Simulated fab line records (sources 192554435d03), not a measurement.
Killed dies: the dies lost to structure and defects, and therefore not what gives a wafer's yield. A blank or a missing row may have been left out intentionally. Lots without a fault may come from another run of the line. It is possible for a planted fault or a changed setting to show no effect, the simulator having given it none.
Chamber matching + flow n5-finfet + 3 sister chambers for N5_BEOL_M7_ILD_DEP_00 on pecvd-01
The step deposits SiCOH lowk from DEMS/porogen, target thk 179.75 nm, time 33.4 s. 14 wafers are shown with their chamber, then 7 later ones without.

EACH WAFER AND ITS CHAMBER
| wafer  | chamber | throttle-valve-pct (%) | heater-power-w (W) | showerhead-plenum-p-Torr (Torr) |
|--------|---------|------------------------|--------------------|---------------------------------|
| L077.1 | 2       | 13.7                   | 370                | 5.694                           |
| L077.3 | 1       | 15.1                   | 209                | 5.740                           |
| L077.6 | 1       | 15.4                   | 210                | 5.751                           |
| L078.4 | 0       | 13.9                   | 274                | 5.742                           |
| L078.5 | 2       | 13.6                   | 337                | 5.707                           |
| L078.6 | 1       | 15.4                   | 223                | 5.750                           |
| L086.1 | 1       | 15.2                   | 217                | 5.735                           |
| L086.2 | 2       | 13.5                   | 384                | 5.682                           |
| L086.3 | 0       | 14.4                   | 302                | 5.733                           |
| L085.1 | 0       | 14.1                   | 296                | 5.729                           |
| L085.4 | 1       | 15.3                   | 219                | 5.744                           |
| L085.6 | 0       | 13.8                   | 292                | 5.744                           |
| L090.1 | 1       | 15.1                   | 229                | 5.730                           |
| L090.2 | 0       | 14.1                   | 319                | 5.732                           |

SIGNATURES (averages over the wafers above)
| reading                  | chamber 0 | chamber 1 | chamber 2 | scatter within a chamber |
|--------------------------|-----------|-----------|-----------|--------------------------|
| throttle-valve-pct       | 14.060    | 15.250    | 13.600    | 0.172                    |
| heater-power-w           | 296.60    | 217.83    | 363.67    | 15.1                     |
| showerhead-plenum-p-Torr | 5.73600   | 5.74167   | 5.69433   | 0.0087                   |
Rule: distance of a wafer from a chamber = root of the sum over the readings of ((wafer's reading minus chamber's mean) / reading's scatter) squared. The wafer belongs to the nearest chamber; if the next one is less than 2 further off, it can't be placed. The scatter: take each reading less its chamber's mean, square it, sum over the shown wafers, divide by the number of wafers less the number of chambers, and take the root.

WAFERS MISSING THEIR CHAMBER
| wafer  | throttle-valve-pct (%) | heater-power-w (W) | showerhead-plenum-p-Torr (Torr) |
|--------|------------------------|--------------------|---------------------------------|
| L090.6 | 15.1                   | 231                | 5.734                           |
| L096.1 | 13.8                   | 267                | 5.732                           |
| L096.3 | 13.5                   | 350                | 5.708                           |
| L096.5 | 13.7                   | 351                | 5.704                           |
| L095.1 | 15.3                   | 231                | 5.752                           |
| L095.2 | 14.2                   | 298                | 5.722                           |
| L095.4 | 15.0                   | 233                | 5.743                           |

WHICH CHAMBER EACH ONE RAN IN
| wafer  | from the rows above | in truth |
|--------|---------------------|----------|
| L090.6 | 1                   | 1        |
| L096.1 | 0                   | 0        |
| L096.3 | 2                   | 2        |
| L096.5 | 2                   | 2        |
| L095.1 | 1                   | 1        |
| L095.2 | 0                   | 0        |
| L095.4 | 1                   | 1        |
Correctly placed: 7 of 7. Number that these rows cannot place: 0. Placed wrongly: 0.
